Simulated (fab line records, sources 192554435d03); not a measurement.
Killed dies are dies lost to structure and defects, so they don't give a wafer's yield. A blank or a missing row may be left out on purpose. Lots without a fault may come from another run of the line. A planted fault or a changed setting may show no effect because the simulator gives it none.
Which tool did it? | flow n5_finfet | 24 lots, 72 wafers sampled, at 4 steps of a route of 1938

WHAT THE GAUGES READ, wafer by wafer
N5_BEOL_M13_OCD_MEAS_35.
lot  | measured     | on     | trench_depth_nm (nm)
L074 | day 12 00:20 | ocd-01 | 413 413 405
L075 | day 12 00:24 | ocd-02 | 406 408 405
L076 | day 12 17:16 | ocd-01 | 420 411 412
L077 | day 12 17:31 | ocd-02 | 405 407 405
L078 | day 12 18:03 | ocd-01 | 413 407 410
L081 | day 13 00:50 | ocd-02 | 412 409 406
L082 | day 13 09:33 | ocd-02 | 417 425 409
L080 | day 13 19:24 | ocd-02 | 398 411 406
L079 | day 13 19:59 | ocd-02 | 404 401 407
L084 | day 13 20:41 | ocd-01 | 411 397 407
L083 | day 14 03:01 | ocd-02 | 407 419 400
L086 | day 14 07:20 | ocd-02 | 419 414 415
L085 | day 14 12:07 | ocd-02 | 402 411 409
L090 | day 14 23:56 | ocd-01 | 407 411 403
L087 | day 15 06:13 | ocd-01 | 402 420 404
L088 | day 15 11:10 | ocd-01 | 410 405 402
L089 | day 15 13:59 | ocd-02 | 401 404 401
L092 | day 15 23:03 | ocd-01 | 406 409 411
L091 | day 16 04:43 | ocd-02 | 407 404 422
L093 | day 16 09:10 | ocd-01 | 403 404 405
L094 | day 16 15:11 | ocd-02 | 402 409 404
L095 | day 17 03:29 | ocd-01 | 401 401 409
L096 | day 17 07:56 | ocd-02 | 420 418 414
L097 | day 17 13:52 | ocd-02 | 420 404 409

N5_BEOL_M14_CD_MEAS_10: target cd 250 nm.
lot  | measured     | on        | cd_nm (nm)
L074 | day 12 05:32 | cd_sem-02 | 247.5 248.4 248.9
L075 | day 12 05:58 | cd_sem-01 | 249.9 248.5 249.3
L076 | day 12 22:09 | cd_sem-03 | 253.1 251.8 250.8
L077 | day 12 22:29 | cd_sem-01 | 249.0 249.3 249.2
L078 | day 12 22:39 | cd_sem-02 | 247.5 246.8 246.6
L081 | day 13 08:05 | cd_sem-01 | 248.6 250.1 247.6
L082 | day 13 13:25 | cd_sem-03 | 247.7 248.9 250.3
L080 | day 13 22:02 | cd_sem-03 | 253.8 253.3 252.2
L079 | day 14 02:23 | cd_sem-02 | 250.3 249.4 252.0
L084 | day 14 02:25 | cd_sem-02 | 252.2 249.8 252.3
L083 | day 14 06:37 | cd_sem-01 | 251.7 251.5 250.3
L086 | day 14 10:54 | cd_sem-03 | 248.2 250.2 249.2
L085 | day 14 22:28 | cd_sem-02 | 248.7 250.9 251.4
L090 | day 15 03:38 | cd_sem-03 | 249.1 249.8 250.2
L087 | day 15 09:11 | cd_sem-03 | 250.2 252.0 250.6
L088 | day 15 16:17 | cd_sem-03 | 249.5 247.9 248.9
L089 | day 15 16:58 | cd_sem-03 | 251.2 249.4 248.3
L092 | day 16 08:07 | cd_sem-02 | 250.3 249.4 251.7
L091 | day 16 11:35 | cd_sem-01 | 252.1 251.5 251.8
L093 | day 16 11:49 | cd_sem-01 | 249.0 251.1 247.6
L094 | day 16 18:02 | cd_sem-02 | 251.3 250.6 251.0
L095 | day 17 12:05 | cd_sem-03 | 249.7 249.9 249.3
L096 | day 17 11:54 | cd_sem-02 | 248.5 249.2 248.3
L097 | day 17 16:49 | cd_sem-02 | 250.5 248.0 250.2

N5_BEOL_M15_CD_MEAS_10: target cd 360 nm.
lot  | measured     | on        | cd_nm (nm)
L074 | day 12 09:29 | cd_sem-01 | 362.1 359.5 358.6
L075 | day 12 10:17 | cd_sem-02 | 356.9 360.2 357.2
L076 | day 13 02:02 | cd_sem-03 | 358.8 362.8 359.0
L077 | day 13 04:17 | cd_sem-03 | 359.9 361.8 361.1
L078 | day 13 04:19 | cd_sem-02 | 361.0 361.9 363.2
L081 | day 13 15:04 | cd_sem-03 | 359.8 360.6 362.5
L082 | day 13 18:56 | cd_sem-01 | 358.0 357.8 357.5
L080 | day 14 02:44 | cd_sem-01 | 355.0 359.3 357.6
L079 | day 14 07:18 | cd_sem-01 | 362.1 361.5 361.4
L084 | day 14 07:32 | cd_sem-03 | 358.2 358.2 359.3
L083 | day 14 12:38 | cd_sem-01 | 359.5 363.4 364.0
L086 | day 14 16:26 | cd_sem-01 | 360.3 361.2 359.9
L085 | day 15 03:54 | cd_sem-02 | 359.5 356.7 355.7
L090 | day 15 09:08 | cd_sem-01 | 358.8 359.7 361.2
L087 | day 15 14:14 | cd_sem-03 | 364.3 360.7 360.5
L088 | day 15 20:52 | cd_sem-02 | 362.1 359.0 358.5
L089 | day 15 21:45 | cd_sem-01 | 362.3 359.6 360.3
L092 | day 16 13:19 | cd_sem-01 | 362.4 362.4 359.0
L091 | day 16 17:10 | cd_sem-02 | 359.7 361.7 363.9
L093 | day 16 17:20 | cd_sem-03 | 360.7 359.4 359.9
L094 | day 16 22:50 | cd_sem-01 | 358.6 357.1 355.2
L095 | day 17 17:33 | cd_sem-01 | 358.6 358.2 360.7
L096 | day 17 17:21 | cd_sem-02 | 361.2 357.3 358.9
L097 | day 17 23:06 | cd_sem-01 | 363.0 363.5 359.8

WHICH TOOL RAN EACH LOT (tool, then ch and the chambers of the sampled wafers, then the start)
lot  | N5_BEOL_M14_DEGAS_41
L074 | pvd_sputter-03, day 12 07:35
L075 | pvd_sputter-01, day 12 08:24
L076 | pvd_sputter-03, day 13 00:09
L077 | pvd_sputter-02, day 13 02:24
L078 | pvd_sputter-02, day 13 02:00
L081 | pvd_sputter-03, day 13 13:11
L082 | pvd_sputter-03, day 13 16:48
L080 | pvd_sputter-01, day 14 00:35
L079 | pvd_sputter-01, day 14 05:01
L084 | pvd_sputter-03, day 14 05:09
L083 | pvd_sputter-02, day 14 09:52
L086 | pvd_sputter-01, day 14 14:34
L085 | pvd_sputter-03, day 15 01:52
L090 | pvd_sputter-03, day 15 07:09
L087 | pvd_sputter-01, day 15 11:13
L088 | pvd_sputter-01, day 15 18:50
L089 | pvd_sputter-01, day 15 19:44
L092 | pvd_sputter-01, day 16 11:14
L091 | pvd_sputter-01, day 16 15:01
L093 | pvd_sputter-03, day 16 15:06
L094 | pvd_sputter-02, day 16 20:55
L095 | pvd_sputter-02, day 17 15:23
L096 | pvd_sputter-01, day 17 15:11
L097 | pvd_sputter-03, day 17 20:38
- N5_BEOL_M14_DEGAS_41: time 60 s.

WHAT THE TOOLS THEMSELVES READ (means of the sampled wafers that have a number; where no wafer has one, the mark that the record gives instead)
N5_BEOL_M14_DEGAS_41.
lot  | tool           | heater_power_w (W) | susceptor_temp_C (C)
L074 | pvd_sputter-03 | 429                | 299.99
L075 | pvd_sputter-01 | 531                | 299.93
L076 | pvd_sputter-03 | 421                | 300.04
L077 | pvd_sputter-02 | 470                | 299.84
L078 | pvd_sputter-02 | 433                | 299.85
L081 | pvd_sputter-03 | 415                | 300.04
L082 | pvd_sputter-03 | 452                | 300.07
L080 | pvd_sputter-01 | 506                | 300.14
L079 | pvd_sputter-01 | 506                | 299.93
L084 | pvd_sputter-03 | 451                | 300.02
L083 | pvd_sputter-02 | 462                | 300.02
L086 | pvd_sputter-01 | 548                | 299.98
L085 | pvd_sputter-03 | 445                | 300.00
L090 | pvd_sputter-03 | 453                | 299.81
L087 | pvd_sputter-01 | 533                | 299.98
L088 | pvd_sputter-01 | 466                | 300.15
L089 | pvd_sputter-01 | 501                | 299.93
L092 | pvd_sputter-01 | 509                | 300.02
L091 | pvd_sputter-01 | 521                | 299.94
L093 | pvd_sputter-03 | 454                | 299.92
L094 | pvd_sputter-02 | 459                | 300.04
L095 | pvd_sputter-02 | 427                | 299.92
L096 | pvd_sputter-01 | 510                | 299.90
L097 | pvd_sputter-03 | 442                | 300.04

THE ANSWER, worked out from the rows above alone
Rule: what is usual is taken from the lots themselves. Put in order of their means at a reading, lots are off if they are a third of the lots or fewer, leave a main group of 4 or more, and stand apart from it by a gap of 3 or more times the standard deviation of the main group's means; of several such gaps the widest counts. A main group whose means are all the same, to the digits that the tables above print for the reading, isn't used. A lot without any number at a reading at which 4 lots or more have one is off too. The other lots that the step has rows for count as sound. The gauges are gone through in route order, then the tools' own readings, and for those a lot's mean is taken as printed above. The first step at which some lot is off is used, and at that step the reading that is off furthest; a lot without a number counts as furthest.
No lot is off at any reading shown: from this, nothing can be told.

WHAT THE SIMULATOR HAD PUT IN
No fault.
